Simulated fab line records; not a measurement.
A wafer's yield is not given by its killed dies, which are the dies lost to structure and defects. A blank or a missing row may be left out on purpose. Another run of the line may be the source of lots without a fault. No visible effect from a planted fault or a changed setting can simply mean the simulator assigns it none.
fab line records + flow nand-harc
record
- lots=15
- wafers=45
- last-day=33
route steps=1302 shown A_SLIT@943 A_WL_FILL@957
lots untouched by any fault: they come from a run of this same line in which no faults occurred
start-h: hours from the record's first day to the start of the lot's first wafer shown + wait-h: time in hours since the lot's previous step + " the same as in the row above + L1.1+2: a row that stands for several wafers + - either no value or no given start + * or withheld: withheld + < > ~ a bound
route shown NAME@n: names a module that has steps shown in the file, with the first one's number in the route + usual: mean/standard deviation of fault-free wafers + same: alike in all rows + chamber/n: place in a boat + sites: readings site by site + _std_site: their standard deviation + _edge_site: mean of outer sites minus mean of inner sites + radius-mm: for every site, how far away it sits from the centre of the wafer + mask NAME#n: copy n + behind: tool/chamber where the wafer was last shaped + hold: why the lot went on hold/how many hours it stayed there/how the hold came to an end + device: the n, p or np transistor that did not switch + end of line: the same wafers' tests at the end of the route + a step given without rows: its recipe and nothing more + killed: dies that structure and defects cost at the first sort, which is not the same as the wafer's yield + map: the dies of a wafer, with x for killed, . for not killed, _ for no die there
set.NAME: the setting that was run; set.NAME@STEP: the one run at that earlier step + model.NAME: the simulator's own value behind a step, which no gauge read
the route's steps for a sample of lots (tables are steps, rows are wafers)
services: the hour from which a tool's chamber was out of use, counted from the record's first day as start-h (under 0 if before that day), plus the number of hours and why
## steps
# step NHARC_A_SLIT_STRIP_18
# recipe
- o2-flow-sccm=500
- ar-flow-sccm=0
- bias-w=0
- chemistry=O2
# usual
- drypump-motor-current-A=5.9/0.35
- oes-product-au=1.001/0.013
- rf-vpp-V=57.6/0.87
- showerhead-plenum-p-Torr=3.41/0.11
- throttle-valve-pct=17.036/0.0094
| lot.wafer | tool        | chamber | start-h | wait-h | drypump-motor-current-A | oes-product-au | rf-hours-counter-h | rf-vpp-V | showerhead-plenum-p-Torr | throttle-valve-pct |
|-----------|-------------|---------|---------|--------|-------------------------|----------------|--------------------|----------|--------------------------|--------------------|
| L945.3    | rie-diel-07 | 3       | -       | -      | 5.4                     | 0.996          | 9.6                | 57.3     | 3.56                     | 17.034             |
| L945.2    | "           | 1       | "       | "      | 6.0                     | 1.008          | 8.7                | 56.8     | 3.50                     | 17.017             |
| L945.6    | "           | 3       | "       | "      | 5.4                     | 0.998          | -                  | 58.3     | 3.56                     | 17.028             |
| L947.1    | rie-diel-08 | 1       | -       | -      | 5.5                     | 1.003          | 3.1                | 58.0     | 3.57                     | 17.024             |
| L947.6    | "           | 3       | "       | "      | 5.3                     | 1.009          | -                  | 56.9     | 3.30                     | 17.036             |
| L947.5    | "           | 0       | "       | "      | 5.9                     | 1.014          | -                  | 56.2     | 3.34                     | 17.041             |
| L950.1    | rie-diel-08 | 1       | -       | -      | 5.5                     | 1.011          | 3.9                | 57.9     | 3.57                     | 17.048             |
| L950.4    | "           | 2       | "       | "      | 5.7                     | 0.992          | 3.8                | 56.1     | 3.34                     | 17.046             |
| L950.6    | "           | 2       | "       | "      | 5.7                     | 0.973          | -                  | 56.9     | 3.34                     | 17.049             |
| L949.3    | rie-diel-08 | 2       | -       | -      | 5.7                     | 0.990          | 3.9                | 58.4     | 3.34                     | 17.035             |
| L949.1    | "           | 1       | "       | "      | 5.5                     | 1.004          | 4.0                | 58.3     | 3.57                     | 17.038             |
| L949.5    | "           | 3       | "       | "      | 5.3                     | 1.006          | -                  | 56.5     | 3.30                     | 17.045             |
| L953.3    | rie-diel-10 | 2       | -       | -      | 6.0                     | 1.008          | 7.4                | 58.1     | 3.30                     | 17.050             |
| L953.1    | "           | 3       | "       | "      | 6.0                     | 0.988          | 6.0                | 55.8     | 3.30                     | 17.026             |
| L953.6    | "           | 3       | "       | "      | 6.1                     | 1.007          | -                  | 56.9     | 3.30                     | 17.055             |
| L952.1    | rie-diel-10 | 1       | -       | -      | 6.5                     | 0.988          | 7.6                | 57.2     | 3.29                     | 17.039             |
| L952.4    | "           | 0       | "       | "      | 5.9                     | 1.012          | 7.1                | 57.5     | 3.46                     | 17.027             |
| L952.6    | "           | 2       | "       | "      | 6.0                     | 1.010          | -                  | 57.6     | 3.30                     | 17.042             |
| L954.2    | rie-diel-10 | 2       | -       | -      | 6.0                     | 1.010          | 8.8                | 56.5     | 3.30                     | 17.032             |
| L954.3    | "           | 3       | "       | "      | 6.1                     | 0.999          | 6.8                | 59.0     | 3.30                     | 17.039             |
| L954.4    | "           | 0       | "       | "      | 5.9                     | 1.025          | 7.6                | 59.0     | 3.46                     | 17.040             |
| L956.4    | rie-diel-08 | 3       | -       | -      | 5.4                     | 1.006          | 0.9                | 56.9     | 3.30                     | 17.045             |
| L956.3    | "           | 0       | "       | "      | 5.9                     | 1.014          | 0.5                | 58.1     | 3.34                     | 17.039             |
| L956.5    | "           | 2       | "       | "      | 5.7                     | 1.011          | -                  | 59.3     | 3.34                     | 17.047             |
| L960.2    | rie-diel-07 | 2       | -       | -      | 5.6                     | 1.006          | 7.6                | 58.4     | 3.50                     | 17.049             |
| L960.5    | "           | 1       | "       | "      | 6.0                     | 0.977          | -                  | 57.2     | 3.50                     | 17.046             |
| L960.6    | "           | 2       | "       | "      | 5.6                     | 1.017          | -                  | 58.6     | 3.50                     | 17.044             |
| L961.4    | rie-diel-10 | 3       | -       | -      | 6.1                     | 0.983          | 0.6                | 56.8     | 3.30                     | 17.032             |
| L961.1    | "           | 1       | "       | "      | 6.5                     | 0.971          | 1.1                | 56.6     | 3.28                     | 17.046             |
| L961.5    | "           | 0       | "       | "      | 6.0                     | 0.997          | -                  | 59.0     | 3.46                     | 17.020             |
| L964.2    | rie-diel-10 | 2       | -       | -      | 6.0                     | 0.993          | 2.4                | 57.1     | 3.30                     | 17.047             |
| L964.4    | "           | 0       | "       | "      | 5.9                     | 1.016          | 2.6                | 57.9     | 3.46                     | 17.033             |
| L964.6    | "           | 2       | "       | "      | 6.0                     | 0.984          | -                  | 57.7     | 3.30                     | 17.039             |
| L963.3    | rie-diel-08 | 0       | -       | -      | 5.9                     | 1.001          | 7.1                | 56.1     | 3.33                     | 17.058             |
| L963.2    | "           | 2       | "       | "      | 5.7                     | 0.993          | 6.9                | 56.7     | 3.34                     | 17.034             |
| L963.4    | "           | 2       | "       | "      | 5.7                     | 0.992          | -                  | 57.7     | 3.34                     | 17.040             |
| L965.1    | rie-diel-07 | 2       | -       | -      | 5.5                     | 1.013          | 10.5               | 57.7     | 3.50                     | 17.046             |
| L965.4    | "           | 3       | "       | "      | 5.3                     | 1.005          | -                  | 57.8     | 3.55                     | 17.028             |
| L965.6    | "           | 0       | "       | "      | 6.3                     | 1.022          | -                  | 59.1     | 3.60                     | 17.037             |
| L968.2    | rie-diel-07 | 1       | -       | -      | 6.0                     | 0.993          | 0.6                | 57.8     | 3.49                     | 17.014             |
| L968.1    | "           | 2       | "       | "      | 5.6                     | 1.019          | 1.1                | 56.8     | 3.50                     | 17.028             |
| L968.3    | "           | 3       | "       | "      | 5.4                     | 1.002          | 1.1                | 58.9     | 3.55                     | 17.051             |
| L967.1    | rie-diel-10 | 2       | -       | -      | 6.0                     | 0.987          | 4.5                | 58.2     | 3.30                     | 17.011             |
| L967.3    | "           | 0       | "       | "      | 5.9                     | 1.016          | 4.3                | 56.7     | 3.46                     | 17.042             |
| L967.6    | "           | 2       | "       | "      | 6.0                     | 0.993          | -                  | 58.7     | 3.29                     | 17.045             |
# step NHARC_A_WL_FILL_ETCHBACK_04
# recipe
- target-depth-a=600
- time-s=120
- chemistry=NF3
# usual
- drypump-motor-current-A=5.7/0.43
- oes-product-au=1.002/0.011
| lot.wafer | tool         | chamber | start-h | wait-h | drypump-motor-current-A | oes-product-au | rf-hours-counter-h |
|-----------|--------------|---------|---------|--------|-------------------------|----------------|--------------------|
| L945.2    | rie-metal-03 | 1       | 467.96  | 0.4    | 6.2                     | 1.003          | -                  |
| L945.3    | "            | 1       | "       | "      | 6.1                     | 1.007          | -                  |
| L945.6    | "            | 1       | "       | "      | 6.2                     | 0.996          | -                  |
| L947.1    | rie-metal-03 | 1       | 484.13  | 0.3    | 6.2                     | 0.997          | 2.9                |
| L947.5    | "            | 1       | "       | "      | 6.2                     | 0.997          | -                  |
| L947.6    | "            | 1       | "       | "      | 6.2                     | 1.000          | -                  |
| L950.1    | rie-metal-03 | 1       | 518.06  | 0.3    | 6.2                     | 1.007          | 3.8                |
| L950.4    | "            | 0       | "       | "      | 5.3                     | 1.002          | -                  |
| L950.6    | "            | 1       | "       | "      | 6.2                     | 1.013          | -                  |
| L949.1    | rie-metal-01 | 0       | 523.39  | 0.4    | 6.0                     | 1.011          | 1.5                |
| L949.3    | "            | 1       | "       | "      | 5.1                     | 1.000          | -                  |
| L949.5    | "            | 1       | "       | "      | 5.1                     | 1.006          | -                  |
| L953.1    | rie-metal-01 | 1       | 543.95  | 0.4    | 5.1                     | 1.015          | 1.8                |
| L953.3    | "            | 0       | "       | "      | 6.0                     | 1.018          | -                  |
| L953.6    | "            | 1       | "       | "      | 5.1                     | 1.016          | -                  |
| L952.1    | rie-metal-02 | 0       | 557.71  | 0.3    | 5.8                     | 0.994          | 1.4                |
| L952.4    | "            | 0       | "       | "      | 5.8                     | 1.002          | -                  |
| L952.6    | "            | 1       | "       | "      | 5.2                     | 0.997          | -                  |
| L954.2    | rie-metal-03 | 0       | 562.87  | 0.3    | 5.4                     | 0.984          | 0.1                |
| L954.4    | "            | 0       | "       | "      | 5.4                     | 0.983          | -                  |
| L954.3    | "            | 1       | "       | "      | 6.2                     | 1.014          | -                  |
| L956.3    | rie-metal-01 | 1       | 564.65  | 0.3    | 5.1                     | 1.007          | -                  |
| L956.4    | "            | 0       | "       | "      | 6.0                     | 1.018          | -                  |
| L956.5    | "            | 1       | "       | "      | 5.1                     | 1.014          | -                  |
| L960.2    | rie-metal-01 | 1       | 603.79  | 0.4    | 5.1                     | 0.980          | 0.3                |
| L960.5    | "            | 0       | "       | "      | 6.0                     | 1.017          | -                  |
| L960.6    | "            | 1       | "       | "      | 5.1                     | 0.991          | -                  |
| L961.1    | rie-metal-01 | 0       | 625.58  | 0.4    | 6.1                     | 1.021          | 0.7                |
| L961.4    | "            | 1       | "       | "      | 5.1                     | 0.994          | -                  |
| L961.5    | "            | 0       | "       | "      | 6.1                     | 1.024          | -                  |
| L964.2    | rie-metal-01 | 1       | 651.95  | 0.3    | 5.1                     | 0.992          | 1.4                |
| L964.4    | "            | 0       | "       | "      | 6.0                     | 1.017          | -                  |
| L964.6    | "            | 0       | "       | "      | 6.1                     | 1.004          | -                  |
| L963.2    | rie-metal-03 | 1       | 652.01  | 0.3    | 6.2                     | 1.000          | 2.1                |
| L963.4    | "            | 1       | "       | "      | 6.2                     | 0.994          | -                  |
| L963.3    | "            | 0       | "       | "      | 5.4                     | 1.000          | -                  |
| L965.1    | rie-metal-02 | 0       | 657.11  | 0.3    | 5.9                     | 1.008          | 0.3                |
| L965.4    | "            | 1       | "       | "      | 5.3                     | 1.022          | -                  |
| L965.6    | "            | 0       | "       | "      | 5.9                     | 0.997          | -                  |
| L967.1    | rie-metal-01 | 0       | 678.89  | 0.3    | 6.1                     | 1.005          | 2.1                |
| L967.3    | "            | 1       | "       | "      | 5.1                     | 0.987          | -                  |
| L967.6    | "            | 0       | "       | "      | 6.0                     | 1.006          | -                  |
| L968.1    | rie-metal-03 | 0       | 679.04  | 0.3    | 5.4                     | 0.991          | 2.5                |
| L968.2    | "            | 1       | "       | "      | 6.2                     | 1.017          | 2.5                |
| L968.3    | "            | 1       | "       | "      | 6.2                     | 1.005          | -                  |
# step NHARC_A_WL_FILL_STRIP_27
# recipe
- power-w=1500
- temp-c=250
- time-s=20
- chemistry=N2/H2
# usual
- drypump-motor-current-A=6.0/0.33
- heater-power-w=345/31
- rf-refl-power-W=12.9/1.5
| lot.wafer | tool            | chamber | start-h | wait-h | drypump-motor-current-A | heater-power-w | rf-hours-counter-h | rf-refl-power-W |
|-----------|-----------------|---------|---------|--------|-------------------------|----------------|--------------------|-----------------|
| L945.2    | plasma-asher-02 | 1       | 468.69  | 0.2    | 6.5                     | 322            | 8                  | 13.3            |
| L945.3    | "               | 0       | "       | "      | 5.7                     | 385            | -                  | 13.0            |
| L945.6    | "               | 1       | "       | "      | 6.6                     | 321            | -                  | 13.8            |
| L947.1    | plasma-asher-01 | 0       | 484.77  | 0.2    | 6.0                     | 329            | 29                 | 14.7            |
| L947.6    | "               | 0       | "       | "      | 6.1                     | 327            | -                  | 14.9            |
| L947.5    | "               | 1       | "       | "      | 5.7                     | 357            | -                  | 11.1            |
| L950.1    | plasma-asher-01 | 1       | 518.43  | 0.2    | 5.7                     | 365            | 33                 | 11.4            |
| L950.4    | "               | 1       | "       | "      | 5.7                     | 355            | -                  | 10.7            |
| L950.6    | "               | 0       | "       | "      | 6.0                     | 337            | -                  | 14.5            |
| L949.1    | plasma-asher-02 | 0       | 523.74  | 0.1    | 5.6                     | 384            | 20                 | 12.3            |
| L949.3    | "               | 1       | "       | "      | 6.5                     | 327            | -                  | 13.6            |
| L949.5    | "               | 0       | "       | "      | 5.6                     | 384            | -                  | 12.5            |
| L953.1    | plasma-asher-01 | 1       | 544.30  | 0.1    | 5.8                     | 349            | 3                  | 11.6            |
| L953.3    | "               | 0       | "       | "      | 6.0                     | 313            | -                  | 14.8            |
| L953.6    | "               | 0       | "       | "      | 6.1                     | 310            | -                  | 14.7            |
| L952.1    | plasma-asher-01 | 0       | 558.06  | 0.1    | 6.0                     | 310            | 6                  | 13.9            |
| L952.4    | "               | 1       | "       | "      | 5.8                     | 348            | -                  | 11.4            |
| L952.6    | "               | 0       | "       | "      | 6.0                     | 311            | -                  | 14.1            |
| L954.2    | plasma-asher-02 | 0       | 563.25  | 0.1    | 5.7                     | 382            | 26                 | 13.3            |
| L954.3    | "               | 0       | "       | "      | 5.6                     | 386            | -                  | 12.7            |
| L954.4    | "               | 1       | "       | "      | 6.6                     | 325            | -                  | 13.7            |
| L956.3    | plasma-asher-01 | 0       | 565.01  | 0.1    | 6.1                     | 311            | -                  | 14.4            |
| L956.4    | "               | 1       | "       | "      | 5.8                     | 355            | -                  | 10.6            |
| L956.5    | "               | 1       | "       | "      | 5.8                     | 347            | -                  | 10.8            |
| L960.2    | plasma-asher-01 | 0       | 604.13  | 0.1    | 6.1                     | 310            | 16                 | 14.0            |
| L960.5    | "               | 0       | "       | "      | 6.1                     | 306            | -                  | 14.5            |
| L960.6    | "               | 1       | "       | "      | 5.8                     | 349            | -                  | 10.3            |
| L961.1    | plasma-asher-02 | 0       | 625.93  | 0.1    | 5.7                     | 414            | 3                  | 12.9            |
| L961.4    | "               | 0       | "       | "      | 5.6                     | 414            | -                  | 12.5            |
| L961.5    | "               | 0       | "       | "      | 5.6                     | 401            | -                  | 12.1            |
| L964.2    | plasma-asher-02 | 1       | 652.30  | 0.1    | 6.5                     | 316            | 9                  | -               |
| L964.4    | "               | 0       | "       | "      | 5.7                     | 404            | -                  | -               |
| L964.6    | "               | 0       | "       | "      | 5.6                     | 407            | -                  | -               |
| L963.2    | plasma-asher-01 | 0       | 652.42  | 0.1    | 6.1                     | 315            | 28                 | 14.6            |
| L963.4    | "               | 1       | "       | "      | 5.7                     | 340            | -                  | 10.9            |
| L963.3    | "               | 0       | "       | "      | 6.1                     | 317            | -                  | 14.7            |
| L965.1    | plasma-asher-02 | 0       | 657.51  | 0.1    | 5.7                     | 406            | 11                 | 12.7            |
| L965.4    | "               | 0       | "       | "      | 5.6                     | 399            | -                  | 12.9            |
| L965.6    | "               | 0       | "       | "      | 5.6                     | 405            | -                  | 12.9            |
| L967.1    | plasma-asher-02 | 1       | 679.27  | 0.1    | 6.5                     | 330            | 14                 | 13.3            |
| L967.3    | "               | 0       | "       | "      | 5.6                     | 410            | -                  | 13.6            |
| L967.6    | "               | 1       | "       | "      | 6.5                     | 314            | -                  | 13.6            |
| L968.1    | plasma-asher-01 | 1       | 679.42  | 0.1    | 5.7                     | 345            | 33                 | 10.4            |
| L968.2    | "               | 0       | "       | "      | 6.1                     | 311            | 33                 | 15.1            |
| L968.3    | "               | 0       | "       | "      | 6.0                     | 314            | -                  | 14.6            |
# step NHARC_A_WL_FILL_CVD_20
# recipe
- target-thk-a=1000
- temp-c=400
- pressure-torr=40
- wf6-flow-sccm=40
- h2-flow-sccm=1600
- ar-flow-sccm=1560
- time-s=74
- material=W
# usual
- chamber-pressure-Torr=40.00/0.081
- heater-power-outer-w=489/44
- heater-power-w=803/67
- throttle-valve-pct=8.03/0.23
| lot.wafer | tool     | chamber | start-h | wait-h | chamber-pressure-Torr | heater-power-outer-w | heater-power-w | throttle-valve-pct |
|-----------|----------|---------|---------|--------|-----------------------|----------------------|----------------|--------------------|
| L945.2    | cvd-w-02 | 1       | 484.09  | -      | 39.94                 | 545                  | 882            | 7.95               |
| L945.3    | "        | 1       | "       | "      | 39.81                 | 545                  | 901            | 7.95               |
| L945.6    | "        | 0       | "       | "      | 39.96                 | 427                  | 737            | 7.79               |
| L947.1    | cvd-w-01 | 0       | 504.72  | -      | 40.04                 | 463                  | 767            | 7.57               |
| L947.5    | "        | 0       | "       | "      | 39.93                 | 457                  | 732            | 7.31               |
| L947.6    | "        | 1       | "       | "      | 40.15                 | 541                  | 920            | 8.21               |
| L950.1    | cvd-w-02 | 1       | 534.10  | -      | 39.95                 | 551                  | 874            | 8.42               |
| L950.4    | "        | 1       | "       | "      | 40.12                 | 548                  | 838            | 7.99               |
| L950.6    | "        | 0       | "       | "      | 40.09                 | 432                  | 725            | 8.01               |
| L949.1    | cvd-w-01 | 0       | 539.21  | -      | 40.15                 | 464                  | 745            | 7.60               |
| L949.3    | "        | 1       | "       | "      | 40.12                 | 541                  | 901            | 8.13               |
| L949.5    | "        | 1       | "       | "      | 39.92                 | 547                  | 921            | 8.25               |
| L953.1    | cvd-w-02 | 1       | 560.19  | -      | -                     | -                    | -              | -                  |
| L953.3    | "        | 1       | "       | "      | -                     | -                    | -              | -                  |
| L953.6    | "        | 0       | "       | "      | -                     | -                    | -              | -                  |
| L952.1    | cvd-w-01 | 0       | 574.76  | -      | -                     | -                    | -              | -                  |
| L952.4    | "        | 0       | "       | "      | -                     | -                    | -              | -                  |
| L952.6    | "        | 0       | "       | "      | -                     | -                    | -              | -                  |
| L954.2    | cvd-w-02 | 1       | 579.35  | -      | -                     | -                    | -              | -                  |
| L954.3    | "        | 1       | "       | "      | -                     | -                    | -              | -                  |
| L954.4    | "        | 0       | "       | "      | -                     | -                    | -              | -                  |
| L956.3    | cvd-w-02 | 1       | 579.53  | -      | 39.95                 | 549                  | 872            | 8.08               |
| L956.4    | "        | 0       | "       | "      | 39.99                 | 428                  | 745            | 8.05               |
| L956.5    | "        | 0       | "       | "      | 40.00                 | 432                  | 727            | 7.98               |
| L960.2    | cvd-w-01 | 1       | 620.01  | -      | 39.92                 | 501                  | 864            | 8.08               |
| L960.5    | "        | 1       | "       | "      | 39.98                 | 492                  | 852            | 8.34               |
| L960.6    | "        | 0       | "       | "      | 40.02                 | 485                  | 774            | 7.72               |
| L961.1    | cvd-w-01 | 1       | 641.92  | -      | 40.03                 | 502                  | 834            | 8.30               |
| L961.4    | "        | 0       | "       | "      | 39.93                 | 483                  | 758            | 7.80               |
| L961.5    | "        | 1       | "       | "      | 39.96                 | 511                  | 862            | 8.25               |
| L963.2    | cvd-w-01 | 1       | 667.78  | -      | 39.92                 | 507                  | 855            | 8.51               |
| L963.4    | "        | 1       | "       | "      | 39.97                 | 502                  | 853            | 8.06               |
| L963.3    | "        | 0       | "       | "      | 39.86                 | 491                  | 757            | 8.03               |
| L964.2    | cvd-w-02 | 0       | 667.81  | -      | 39.93                 | 413                  | 744            | 7.75               |
| L964.4    | "        | 1       | "       | "      | 39.97                 | 523                  | 873            | 8.20               |
| L964.6    | "        | 1       | "       | "      | 40.05                 | 522                  | 858            | 8.13               |
| L965.1    | cvd-w-02 | 1       | 674.57  | -      | 40.10                 | 531                  | 847            | 8.23               |
| L965.4    | "        | 0       | "       | "      | 39.99                 | 427                  | 712            | 8.11               |
| L965.6    | "        | 1       | "       | "      | 40.09                 | 529                  | 852            | 7.96               |
| L968.2    | cvd-w-02 | 0       | 695.10  | -      | 39.97                 | 418                  | 708            | 7.71               |
| L968.1    | "        | 1       | "       | "      | 39.98                 | 530                  | 856            | 7.91               |
| L968.3    | "        | 1       | "       | "      | 39.93                 | 539                  | 848            | 8.57               |
| L967.1    | cvd-w-01 | 0       | 695.13  | -      | 39.99                 | 482                  | 760            | 7.96               |
| L967.3    | "        | 0       | "       | "      | 40.06                 | 492                  | 764            | 8.05               |
| L967.6    | "        | 1       | "       | "      | 39.97                 | 506                  | 868            | 8.43               |
# step NHARC_A_WL_FILL_CMP_12
# recipe
- t-overpolish-s=30
- target-thk-nm=100
# usual
- motor-current-A=11.7/1.1
- overpolish-run-s=29.999/0.0094
- slurry-filter-dp-kPa=13.50/0.13
- time-to-endpoint-s=19/3.2
| lot.wafer | tool   | chamber | start-h | wait-h | motor-current-A | overpolish-run-s | slurry-filter-dp-kPa | time-to-endpoint-s |
|-----------|--------|---------|---------|--------|-----------------|------------------|----------------------|--------------------|
| L945.3    | cmp-01 | 1       | 484.25  | 0.1    | 12.6            | 30.012           | 13.56                | 15                 |
| L945.2    | "      | 2       | "       | "      | 13.9            | 30.002           | 13.61                | 20                 |
| L945.6    | "      | 2       | "       | "      | 14.6            | 30.007           | 13.37                | 23                 |
| L947.1    | cmp-03 | 3       | 504.93  | 0.2    | 10.8            | 29.990           | 13.64                | 18                 |
| L947.6    | "      | 2       | "       | "      | 11.4            | 29.991           | 13.60                | 19                 |
| L947.5    | "      | 3       | "       | "      | 10.7            | 29.994           | 13.59                | 17                 |
| L950.1    | cmp-04 | 1       | 534.28  | 0.2    | 12.3            | 29.994           | 13.56                | 20                 |
| L950.4    | "      | 3       | "       | "      | 11.3            | 30.016           | 13.70                | 18                 |
| L950.6    | "      | 2       | "       | "      | 10.5            | 29.996           | 13.55                | 24                 |
| L949.1    | cmp-03 | 1       | 539.37  | 0.1    | 10.4            | 29.996           | 13.65                | 14                 |
| L949.3    | "      | 3       | "       | "      | 10.6            | 29.997           | 13.38                | 16                 |
| L949.5    | "      | 1       | "       | "      | 9.9             | 29.993           | 13.28                | 15                 |
| L953.3    | cmp-04 | 3       | 560.37  | 0.1    | 11.4            | 29.998           | 13.42                | 0                  |
| L953.1    | "      | 1       | "       | "      | 12.6            | 30.010           | 13.49                | 0                  |
| L953.6    | "      | 3       | "       | "      | 11.2            | 30.006           | 13.45                | 1                  |
| L952.1    | cmp-01 | 3       | 575.07  | 0.3    | 11.7            | 30.015           | 13.70                | 4                  |
| L952.4    | "      | 2       | "       | "      | 14.5            | 30.008           | 13.29                | 0                  |
| L952.6    | "      | 3       | "       | "      | 11.4            | 29.994           | 13.35                | 2                  |
| L954.3    | cmp-04 | 2       | 579.53  | 0.1    | 11.4            | 30.021           | 13.48                | 6                  |
| L954.4    | "      | 0       | "       | "      | 11.3            | 30.017           | 13.55                | 0                  |
| L954.2    | "      | 1       | "       | "      | 11.9            | 30.012           | 13.86                | 0                  |
| L956.4    | cmp-03 | 1       | 579.69  | 0.1    | 9.9             | 30.006           | 13.68                | 18                 |
| L956.3    | "      | 2       | "       | "      | 11.3            | 29.999           | 13.60                | 23                 |
| L956.5    | "      | 0       | "       | "      | 11.2            | 29.996           | 13.30                | 14                 |
| L960.2    | cmp-03 | 1       | 620.18  | 0.2    | 10.3            | 29.996           | 13.30                | 19                 |
| L960.6    | "      | 1       | "       | "      | 9.8             | 29.971           | 13.40                | 15                 |
| L960.5    | "      | 2       | "       | "      | 10.5            | 29.993           | 13.53                | 20                 |
| L961.1    | cmp-03 | 1       | 642.12  | 0.2    | 10.4            | 30.000           | 13.39                | 17                 |
| L961.4    | "      | 3       | "       | "      | 10.6            | 30.006           | 13.57                | 20                 |
| L961.5    | "      | 0       | "       | "      | 11.4            | 30.002           | 13.47                | 16                 |
| L963.4    | cmp-03 | 2       | 667.96  | 0.1    | 10.9            | 30.004           | 13.55                | 20                 |
| L963.3    | "      | 3       | "       | "      | 11.1            | 29.997           | 13.59                | 17                 |
| L963.2    | "      | 1       | "       | "      | 10.2            | 29.991           | 13.42                | 14                 |
| L964.4    | cmp-04 | 3       | 667.96  | 0.1    | 11.8            | 30.009           | 13.74                | 19                 |
| L964.2    | "      | 1       | "       | "      | 12.0            | 29.993           | 13.44                | 23                 |
| L964.6    | "      | 0       | "       | "      | 11.8            | 30.007           | 13.30                | 19                 |
| L965.1    | cmp-03 | 1       | 674.75  | 0.2    | 10.6            | 30.000           | 13.73                | 16                 |
| L965.4    | "      | 3       | "       | "      | 11.2            | 30.000           | 13.51                | 18                 |
| L965.6    | "      | 0       | "       | "      | 11.5            | 29.991           | 13.57                | 14                 |
| L968.3    | cmp-01 | 3       | 695.31  | 0.1    | 11.7            | 30.005           | 13.70                | 21                 |
| L968.1    | "      | 0       | "       | "      | 13.1            | 30.011           | 13.79                | 17                 |
| L968.2    | "      | 1       | "       | "      | 12.8            | 29.990           | 13.35                | 14                 |
| L967.3    | cmp-03 | 0       | 695.31  | 0.1    | 11.2            | 30.000           | 13.61                | 12                 |
| L967.1    | "      | 2       | "       | "      | 11.0            | 29.995           | 13.42                | 20                 |
| L967.6    | "      | 1       | "       | "      | 10.5            | 30.015           | 13.32                | 17                 |
## services
| tool            | chamber | start-h | hours | kind   |
|-----------------|---------|---------|-------|--------|
| cvd-w-02        | -       | 450.07  | 13.0  | pm     |
| cmp-03          | -       | 456.05  | 4.0   | pm     |
| rie-metal-01    | -       | 464.65  | 1.4   | repair |
| rie-metal-03    | 0       | 467.78  | 37.5  | repair |
| rie-diel-10     | 0       | 468.17  | 1.2   | repair |
| rie-diel-10     | 1       | 469.74  | 4.1   | repair |
| rie-metal-01    | -       | 502.67  | 0.7   | repair |
| plasma-asher-01 | -       | 519.00  | 9.0   | pm     |
| cvd-w-01        | -       | 547.22  | 13.0  | pm     |
| cmp-03          | -       | 552.90  | 2.2   | repair |
| cvd-w-01        | 1       | 571.54  | 4.2   | repair |
| rie-metal-01    | -       | 575.00  | 9.0   | pm     |
| cvd-w-01        | 1       | 577.72  | 3.3   | repair |
| cvd-w-02        | 1       | 582.91  | 10.5  | repair |
| cvd-w-02        | 0       | 583.14  | 11.5  | repair |
| cvd-w-01        | 1       | 595.75  | 1.2   | repair |
| plasma-asher-02 | -       | 603.19  | 9.0   | pm     |
| cvd-w-01        | 0       | 621.23  | 3.6   | repair |
| cvd-w-02        | -       | 631.07  | 13.0  | pm     |
| cmp-03          | -       | 645.49  | 1.9   | repair |
| cmp-03          | -       | 653.05  | 4.0   | pm     |
| plasma-asher-01 | -       | 661.75  | 0.4   | repair |
| cmp-03          | -       | 682.89  | 1.1   | repair |
| cvd-w-02        | 1       | 686.57  | 1.9   | repair |
## key
first-sign
- step=NHARC_A_WL_FILL_CVD_20
- reading=tool-record
- direction=missing
effect
- step=NHARC_A_WL_FILL_CMP_12
- reading=time-to-endpoint-s
- direction=down
- sigmas=5.5
- usual=*
- struck=*
met-at NHARC_A_WL_FILL_CVD_20
struck-lots L952,L953,L954
later-rows-left-out L952.1,L952.4,L952.6,L953.1,L953.3,L953.6,L954.2,L954.3,L954.4
sort-left-out L952.1,L952.4,L952.6,L953.1,L953.3,L953.6,L954.2,L954.3,L954.4
tester-left-out L952,L953,L954
not-acting-at NHARC_A_SLIT_STRIP_18,NHARC_A_WL_FILL_ETCHBACK_04,NHARC_A_WL_FILL_STRIP_27
onset-between 539.21 560.19
fault
- kind=skipped-step-whole
- tool=cvd-w-01,cvd-w-02
- chamber=-
- onset-h=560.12
- steps=NHARC_A_WL_FILL_CVD_20
- scope=struck-lots-only
# tester-left-out: of these lots the tester's yield and bins aren't shown, on N5 and GAA mostly nor the transistor test; their killed dies are dies lost to structure and defects alone, not to doping, threshold or leakage, so they don't give the yield
# sort-left-out: the simulated sort isn't trusted on such a fault, so these wafers' sort isn't shown, and their yield isn't known
# later-rows-left-out: the simulator's readings of these wafers behind a module that went badly wrong aren't trusted and aren't shown, but for the sort
